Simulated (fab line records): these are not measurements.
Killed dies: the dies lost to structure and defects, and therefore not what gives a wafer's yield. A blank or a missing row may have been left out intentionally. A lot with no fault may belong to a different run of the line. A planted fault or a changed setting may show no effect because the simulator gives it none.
Comparing a struck lot with a sound one -- flow nand harc -- 40 out of 1159 route steps
Sound: the wafers L481.3, L481.4, L481.5. Struck: wafer L487.4 (L487.3, L487.6, from the same lot, were not struck and are left out); the cause is given at the end.
Order at every step that has rows: each side's tool, ch and its chambers, its first start. Under that, the readings that differ: sound wafers -- struck wafers -- difference of the means -- sigmas: that difference in standard deviations of wafers without a fault.
alike: readings with means less than 2 such deviations apart, plus words and numbers identical on both sides. not compared: withheld readings, readings lacking a value on some wafer, bounds such as >300 that could conceal the same value, and numbers that have no deviation in the record and whose values overlap.
Wherever a step has rows on one side only, a row that says differs or no value, or a row with sigmas, the two part there. When numbers do not overlap yet have no deviation, they are printed without sigmas and do not part them. A reading that every wafer of one side lacks parts them only if that side has two wafers or more.

NHARC_A_M0_OVL_MEAS_10: pitch 160 nm.
  sound: overlay-02 at day 17 16:08; struck: overlay-02 at day 19 18:08
  alike: overlay x nm, overlay y nm
NHARC_A_M0_INSPECT_11:
  sound: defect inspect-02 at day 17 16:11; struck: defect inspect-01 at day 19 18:10
  alike: raw defect count
then, 3 steps without rows for these wafers: NHARC_A_M0_DESCUM_14 (chemistry O2, time 3 s); NHARC_A_M0_ETCH_34 (etches the open film in N2/H2, target depth 40 nm, overetch 12 nm, time 43.94 s); NHARC_A_M0_ETCH_15 (etches the open film in C4F8/Ar, target depth 150 nm, overetch 15 nm, time 82.5 s).
NHARC_A_M0_CD_MEAS_16:
  sound: cd sem-02 at day 17 16:33; struck: cd sem-02 at day 19 18:32
  alike: cd nm
then, 2 steps without rows for these wafers: NHARC_A_M0_STRIP_18 (strips in N2/H2); NHARC_A_M0_STRIP_19 (strips in post etch residue remover, time 600 s).
NHARC_A_M0_DEGAS_28: time 60 s.
  sound: pvd sputter-01 at day 17 17:10; struck: pvd sputter-02 at day 19 19:09
  alike: heater power w
NHARC_A_M0_PRE_CLEAN_29: time 30 s.
  sound on pvd sputter-01; struck on pvd sputter-02
  alike: heater power w
NHARC_A_M0_PVD_20: deposits TaN, target thk 5 nm, time 8.06 s.
  sound on pvd sputter-01; struck on pvd sputter-02
  alike: bias v, cathode dc power W, throttle valve pct
NHARC_A_M0_PVD_21: deposits Cu, target thk 30 nm, time 20.49 s.
  sound on pvd sputter-01; struck on pvd sputter-02
  alike: cathode dc power W, throttle valve pct
NHARC_A_M0_ECD_22: material Cu, target thk 400 nm.
  sound on ecd cu-01 ch 0,1, day 17 17:37; struck on ecd cu-02 ch 0,1, day 19 19:37
then, 2 steps without rows for these wafers: NHARC_A_M0_ANNEAL_30 (time 90 s); NHARC_A_M0_CMP_23 (polishes, t overpolish 20 s, target thk 113.75 nm).
NHARC_A_M0_THK_MEAS_24: measures by xrf.
  sound: film metro-01 at day 17 18:34; struck: film metro-01 at day 19 20:32
  alike: thk nm
then, 13 steps without rows for these wafers: NHARC_A_M0_SRD_25; NHARC_A_M0_PRE_CLEAN_31 (time 12 s); NHARC_A_M0_DEP_32 (deposits SiCN, target thk 30 nm); NHARC_A_M1_DEP_00 (deposits SiOC, target thk 182.5 nm); NHARC_A_M1_DEHYDRATE_01 (time 120 s); NHARC_A_M1_HMDS_02 (time 30 s); NHARC_A_M1_COAT_34 (time 65 s); NHARC_A_M1_COAT_03 (resist thk 90 nm); NHARC_A_M1_SOFTBAKE_04 (time 55 s); NHARC_A_M1_EBR_05; NHARC_A_M1_EXPOSE_06 (exposes mask A M1, target cd 120 nm); NHARC_A_M1_PEB_07 (peb time 65 s); NHARC_A_M1_DEVELOP_08 (develop time 35 s).
NHARC_A_M1_CD_MEAS_09: target cd 120 nm.
  sound on cd sem-01 ch 0, day 17 19:59; struck on cd sem-02 ch 0, day 19 22:23
reading,sound,struck,difference,sigmas
cd nm (nm),119.1 119.3 119.9,120.8,+1.4,+3
NHARC_A_M1_OVL_MEAS_10: pitch 240 nm.
  sound: overlay-02 at day 17 20:04; struck: overlay-01 at day 19 22:29
  alike: overlay x nm, overlay y nm
NHARC_A_M1_DESCUM_14: chemistry O2, time 3 s.
  sound on rie diel-05 ch 1,2, day 17 20:11; struck on rie diel-05 ch 2, day 19 22:37
reading,sound,struck,difference,sigmas
rf hours counter h (h),- - -,10,no value on the sound wafers,
  alike: drypump motor current A, mfc ar sccm, oes product au, rf vpp V, showerhead plenum p Torr, throttle valve pct
then, 2 steps without rows for these wafers: NHARC_A_M1_ETCH_35 (etches the open film in N2/H2, target depth 40 nm, overetch 12 nm, time 43.94 s); NHARC_A_M1_ETCH_15 (etches the open film in C4F8/Ar, target depth 182.5 nm, time 91.2 s).
NHARC_A_M1_CD_MEAS_16:
  sound: cd sem-02 at day 17 20:37; struck: cd sem-01 at day 19 22:55
  alike: cd nm
then, 4 steps without rows for these wafers: NHARC_A_M1_STRIP_18 (strips in N2/H2); NHARC_A_M1_ETCH_28 (etches the open film in CF4/N2, target depth 30 nm, time 72.99 s); NHARC_A_M1_STRIP_19 (strips in post etch residue remover, time 600 s); NHARC_A_M1_DEGAS_29 (time 60 s).
NHARC_END_SORT_01:
  the record has rows for the struck wafers here (prober-01 ch 0, day 21 12:07) and none for the sound ones

WHERE THEY PART
At NHARC_A_M1_CD_MEAS_09 first; at NHARC_END_SORT_01 last (within this record only).

WHY: what had been put in by the simulator
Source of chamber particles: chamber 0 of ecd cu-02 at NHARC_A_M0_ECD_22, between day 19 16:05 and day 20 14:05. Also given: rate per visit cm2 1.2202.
